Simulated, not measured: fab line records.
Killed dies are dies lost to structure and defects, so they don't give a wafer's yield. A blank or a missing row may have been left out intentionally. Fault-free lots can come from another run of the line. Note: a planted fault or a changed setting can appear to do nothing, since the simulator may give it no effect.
Chamber matching    flow nand harc    rie diel-13 running NHARC_A_CHANNEL_FILL_D2_ETCHBACK_20: 4 sister chambers
The step etches the open film in C4F8/O2/Ar, target depth 27 nm, time 13.5 s. 4 wafers are shown with their chamber, then 7 later ones without.

## WAFERS PAIRED WITH THEIR CHAMBERS
wafer   chamber  rf vpp V (V)
L081.3  0        979
L081.5  2        971
L089.1  3        975
L089.4  1        982

## WAFERS WITH NO CHAMBER GIVEN
wafer   rf vpp V (V)
L089.5  983
L092.2  971
L092.3  975
L092.4  979
L095.1  977
L095.5  983
L095.6  978

## WHICH CHAMBER EACH ONE RAN IN
wafer   from the rows above      in truth
L089.5  1                        1
L092.2  2                        2
L092.3  3                        3
L092.4  0                        0
L095.1  can't be placed: 0 or 3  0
L095.5  1                        1
L095.6  0                        0
Correct placement for 6 of the 7. Can't be placed from these rows: 1 (the true chamber is among the candidates in 1). Number placed wrongly: 0.
How it was worked out, from the rows above alone: a wafer's distance from a chamber is the root of the sum, over the readings, of the square of ((its reading less the chamber's mean) divided by the reading's scatter). If the next closest chamber is less than 2 further off than the closest, the wafer can't be placed; otherwise it belongs to the closest. Each chamber's mean is taken over the wafers shown for it. The scatter: with one shown wafer a chamber, the root of the mean of the squares of how far each hidden wafer lies from its nearest shown one.
